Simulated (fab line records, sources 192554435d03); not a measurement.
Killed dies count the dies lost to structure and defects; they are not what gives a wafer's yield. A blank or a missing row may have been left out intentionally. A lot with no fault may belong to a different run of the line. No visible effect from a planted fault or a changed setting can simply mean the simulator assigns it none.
Which tool is to blame? || flow n5Finfet || Sampling: 12 lots, 36 wafers, 3 of 1938 route steps

== WHAT EACH GAUGE READ, for each wafer ==
N5_STI_FIN_REVEAL_CD_MEAS_22: target cd 6.238 nm, pitch 28 nm.
{"lot": "L075", "measured": "day 2 17:46", "on": "cdSem-03", "cdNm (nm)": "6.33 6.15 6.48"}
{"lot": "L077", "measured": "day 3 06:11", "on": "cdSem-03", "cdNm (nm)": "6.33 6.29 6.15"}
{"lot": "L079", "measured": "day 3 18:44", "on": "cdSem-01", "cdNm (nm)": "6.11 6.77 6.46"}
{"lot": "L081", "measured": "day 4 06:59", "on": "cdSem-03", "cdNm (nm)": "6.53 6.28 6.28"}
{"lot": "L083", "measured": "day 4 20:24", "on": "cdSem-02", "cdNm (nm)": "6.46 6.39 6.19"}
{"lot": "L085", "measured": "day 5 10:32", "on": "cdSem-02", "cdNm (nm)": "6.27 6.56 6.24"}
{"lot": "L087", "measured": "day 5 19:49", "on": "cdSem-03", "cdNm (nm)": "5.96 6.25 6.11"}
{"lot": "L089", "measured": "day 6 07:13", "on": "cdSem-01", "cdNm (nm)": "5.93 6.16 6.23"}
{"lot": "L091", "measured": "day 6 20:05", "on": "cdSem-01", "cdNm (nm)": "6.37 6.45 6.16"}
{"lot": "L093", "measured": "day 7 06:10", "on": "cdSem-03", "cdNm (nm)": "6.16 6.10 6.33"}
{"lot": "L095", "measured": "day 7 19:47", "on": "cdSem-02", "cdNm (nm)": "6.25 6.16 6.55"}
{"lot": "L097", "measured": "day 8 07:17", "on": "cdSem-02", "cdNm (nm)": "6.57 6.14 6.57"}

== TOOL THAT RAN EACH LOT (tool first, then ch and the chambers of the sampled wafers, then the start) ==
{"lot": "L075", "N5_FIN_CUT_STRIP_24": "rieDiel-05 ch 1,2, day 2 08:28", "N5_FIN_CUT_PRECLEAN_35": "vaporEtch-02 ch 0,1, day 2 08:35"}
{"lot": "L077", "N5_FIN_CUT_STRIP_24": "rieDiel-02 ch 0,2,3, day 2 20:45", "N5_FIN_CUT_PRECLEAN_35": "vaporEtch-02 ch 0,1, day 2 20:53"}
{"lot": "L079", "N5_FIN_CUT_STRIP_24": "rieDiel-06 ch 0,2,3, day 3 09:20", "N5_FIN_CUT_PRECLEAN_35": "vaporEtch-02 ch 0,1, day 3 09:29"}
{"lot": "L081", "N5_FIN_CUT_STRIP_24": "rieDiel-05 ch 1,2, day 3 21:41", "N5_FIN_CUT_PRECLEAN_35": "vaporEtch-01 ch 0,1, day 3 21:49"}
{"lot": "L083", "N5_FIN_CUT_STRIP_24": "rieDiel-06 ch 0,1, day 4 10:32", "N5_FIN_CUT_PRECLEAN_35": "vaporEtch-01 ch 0,1, day 4 10:48"}
{"lot": "L085", "N5_FIN_CUT_STRIP_24": "rieDiel-02 ch 0,2, day 4 23:28", "N5_FIN_CUT_PRECLEAN_35": "vaporEtch-01 ch 0,1, day 4 23:49"}
{"lot": "L087", "N5_FIN_CUT_STRIP_24": "rieDiel-06 ch 1,2, day 5 09:09", "N5_FIN_CUT_PRECLEAN_35": "vaporEtch-01 ch 0,1, day 5 09:18"}
{"lot": "L089", "N5_FIN_CUT_STRIP_24": "rieDiel-06 ch 0,2,3, day 5 21:49", "N5_FIN_CUT_PRECLEAN_35": "vaporEtch-02 ch 0,1, day 5 21:57"}
{"lot": "L091", "N5_FIN_CUT_STRIP_24": "rieDiel-02 ch 2,3, day 6 10:17", "N5_FIN_CUT_PRECLEAN_35": "vaporEtch-01 ch 0,1, day 6 10:58"}
{"lot": "L093", "N5_FIN_CUT_STRIP_24": "rieDiel-05 ch 0,2,3, day 6 20:17", "N5_FIN_CUT_PRECLEAN_35": "vaporEtch-02 ch 0,1, day 6 20:26"}
{"lot": "L095", "N5_FIN_CUT_STRIP_24": "rieDiel-02 ch 0,2,3, day 7 09:29", "N5_FIN_CUT_PRECLEAN_35": "vaporEtch-01 ch 0,1, day 7 09:37"}
{"lot": "L097", "N5_FIN_CUT_STRIP_24": "rieDiel-02 ch 1,2, day 7 22:08", "N5_FIN_CUT_PRECLEAN_35": "vaporEtch-02 ch 1, day 7 22:16"}
- N5_FIN_CUT_STRIP_24: strips in CF4.
- N5_FIN_CUT_PRECLEAN_35: cleans in vHF, time 13.3 s.

== THE ANSWER, worked out from the rows above alone ==
Rule: the usual values come from the lots themselves. The widest of any qualifying gaps counts: lots, ordered by their means at a reading, are off when they make up no more than a third of the lots, leave a main group of 4 or more, and stand apart from it by 3 or more times the standard deviation of that group's means. A main group whose means are all the same, to the digits that the tables above print for the reading, isn't used. Also off: a lot with no number at a reading for which 4 or more lots have one. The other lots that the step has rows for count as sound.
No lot is off on any of the readings shown, so nothing can be concluded from this.

== WHAT THE SIMULATOR PUT IN ==
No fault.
